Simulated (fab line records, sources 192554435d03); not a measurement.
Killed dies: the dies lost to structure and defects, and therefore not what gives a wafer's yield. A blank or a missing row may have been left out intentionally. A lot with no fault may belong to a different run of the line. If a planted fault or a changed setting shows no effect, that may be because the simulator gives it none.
Which tool did it? / flow n5_finfet / 24 wafers from 8 lots sampled at 6 of the route's 1938 steps

## WHAT THE GAUGES READ, wafer by wafer
N5_BEOL_M4_RC_MEAS_101.
lot=L864; measured=day 9 12:05; on=prober-01; DIBL_N (mV/V)=36.7 35.3 36.8
lot=L867; measured=day 10 07:54; on=prober-01; DIBL_N (mV/V)=33.5 35.2 35.6
lot=L871; measured=day 11 13:35; on=prober-02; DIBL_N (mV/V)=38.1 34.4 34.9
lot=L873; measured=day 11 19:53; on=prober-01; DIBL_N (mV/V)=36.2 34.2 35.7
lot=L878; measured=day 13 14:29; on=prober-01; DIBL_N (mV/V)=35.4 35.7 33.4
lot=L880; measured=day 13 16:16; on=prober-01; DIBL_N (mV/V)=36.1 36.3 35.4
lot=L881; measured=day 13 19:15; on=prober-02; DIBL_N (mV/V)=36.9 35.1 37.1
lot=L882; measured=day 13 23:03; on=prober-01; DIBL_N (mV/V)=36.4 35.1 34.8

## TOOL THAT RAN EACH LOT (tool first, then ch and the chambers of the sampled wafers, then the start)
lot=L864; N5_BEOL_M0_SAQP_HM_DEP_111=pecvd-04 ch 0,2, day 6 20:31; N5_BEOL_M0_SAQP_DESCUM_19=rie_diel-01 ch 1,3, day 6 20:55; N5_BEOL_M0_SAQP_HM_OPEN_112=rie_diel-01 ch 1,3, day 6 21:07; N5_BEOL_M0_SAQP_STRIP_86=rie_diel-01 ch 1,3, day 6 21:17; N5_BEOL_M0_SAQP_SPACER1_ALD_98=ald_sin-01 ch 1,2,3, day 6 21:55
lot=L867; N5_BEOL_M0_SAQP_HM_DEP_111=pecvd-03 ch 1,2, day 7 11:40; N5_BEOL_M0_SAQP_DESCUM_19=rie_diel-01 ch 1,2, day 7 12:15; N5_BEOL_M0_SAQP_HM_OPEN_112=rie_diel-01 ch 1,2, day 7 12:26; N5_BEOL_M0_SAQP_STRIP_86=rie_diel-01 ch 2,3, day 7 12:47; N5_BEOL_M0_SAQP_SPACER1_ALD_98=ald_sin-01 ch 2,3, day 7 13:19
lot=L871; N5_BEOL_M0_SAQP_HM_DEP_111=pecvd-03 ch 0,2, day 8 13:35; N5_BEOL_M0_SAQP_DESCUM_19=rie_diel-06 ch 1,3, day 8 14:09; N5_BEOL_M0_SAQP_HM_OPEN_112=rie_diel-06 ch 1,3, day 8 14:20; N5_BEOL_M0_SAQP_STRIP_86=rie_diel-06 ch 1,2, day 8 14:31; N5_BEOL_M0_SAQP_SPACER1_ALD_98=ald_sin-03 ch 0,1,2, day 8 16:50
lot=L873; N5_BEOL_M0_SAQP_HM_DEP_111=pecvd-03 ch 0,2, day 9 02:25; N5_BEOL_M0_SAQP_DESCUM_19=rie_diel-06 ch 0,1,3, day 9 02:57; N5_BEOL_M0_SAQP_HM_OPEN_112=rie_diel-06 ch 0,1,3, day 9 03:08; N5_BEOL_M0_SAQP_STRIP_86=rie_diel-02 ch 0,1,2, day 9 03:19; N5_BEOL_M0_SAQP_SPACER1_ALD_98=ald_sin-04 ch 0,2, day 9 03:50
lot=L878; N5_BEOL_M0_SAQP_HM_DEP_111=pecvd-03 ch 0,1,2, day 10 12:04; N5_BEOL_M0_SAQP_DESCUM_19=rie_diel-01 ch 0,3, day 10 12:36; N5_BEOL_M0_SAQP_HM_OPEN_112=rie_diel-01 ch 0,3, day 10 12:48; N5_BEOL_M0_SAQP_STRIP_86=rie_diel-02 ch 0,3, day 10 13:06; N5_BEOL_M0_SAQP_SPACER1_ALD_98=ald_sin-01 ch 0,1, day 10 13:37
lot=L880; N5_BEOL_M0_SAQP_HM_DEP_111=pecvd-04 ch 0,2, day 11 01:07; N5_BEOL_M0_SAQP_DESCUM_19=rie_diel-01 ch 1,2, day 11 01:38; N5_BEOL_M0_SAQP_HM_OPEN_112=rie_diel-01 ch 1,2, day 11 01:50; N5_BEOL_M0_SAQP_STRIP_86=rie_diel-06 ch 0,2,3, day 11 02:01; N5_BEOL_M0_SAQP_SPACER1_ALD_98=ald_sin-01 ch 0,2,3, day 11 02:32
lot=L881; N5_BEOL_M0_SAQP_HM_DEP_111=pecvd-01 ch 0,2, day 11 04:32; N5_BEOL_M0_SAQP_DESCUM_19=rie_diel-02 ch 2,3, day 11 05:07; N5_BEOL_M0_SAQP_HM_OPEN_112=rie_diel-02 ch 2,3, day 11 05:18; N5_BEOL_M0_SAQP_STRIP_86=rie_diel-06 ch 0,1,3, day 11 05:29; N5_BEOL_M0_SAQP_SPACER1_ALD_98=ald_sin-04 ch 0,3, day 11 05:59
lot=L882; N5_BEOL_M0_SAQP_HM_DEP_111=pecvd-04 ch 1,2, day 11 08:25; N5_BEOL_M0_SAQP_DESCUM_19=rie_diel-02 ch 1,2, day 11 09:05; N5_BEOL_M0_SAQP_HM_OPEN_112=rie_diel-02 ch 1,2, day 11 09:17; N5_BEOL_M0_SAQP_STRIP_86=rie_diel-02 ch 1,2,3, day 11 09:35; N5_BEOL_M0_SAQP_SPACER1_ALD_98=ald_sin-03 ch 0,1,3, day 11 11:01
- N5_BEOL_M0_SAQP_HM_DEP_111: deposits SiO2 from SiH4/N2O, target thk 12 nm, time 7.2 s.
- N5_BEOL_M0_SAQP_DESCUM_19: chemistry O2, time 7.9 s.
- N5_BEOL_M0_SAQP_HM_OPEN_112: chemistry CHF3/O2, target SiO2, stops on a-Si, target depth 12 nm, time 13.5 s.
- N5_BEOL_M0_SAQP_STRIP_86: strips in N2/H2.
- N5_BEOL_M0_SAQP_SPACER1_ALD_98: deposits SiO2, target thk 12.8 nm, pulse time 1 s, purge time 2 s.

## THE ANSWER, worked out from the rows above alone
Rule: usual is defined by the lots themselves. Put in order of their means at a reading, lots are off if they are a third of the lots or fewer, leave a main group of 4 or more, and stand apart from it by a gap of 3 or more times the standard deviation of the main group's means; of several such gaps the widest counts. The tables above print the reading to a certain number of digits; a main group whose means all agree to those digits is not used. Also off: a lot with no number at a reading for which 4 or more lots have one. The other lots that the step has rows for count as sound.
No lot is off on any of the readings shown, so nothing can be concluded from this.

## WHAT THE SIMULATOR HAD INSERTED
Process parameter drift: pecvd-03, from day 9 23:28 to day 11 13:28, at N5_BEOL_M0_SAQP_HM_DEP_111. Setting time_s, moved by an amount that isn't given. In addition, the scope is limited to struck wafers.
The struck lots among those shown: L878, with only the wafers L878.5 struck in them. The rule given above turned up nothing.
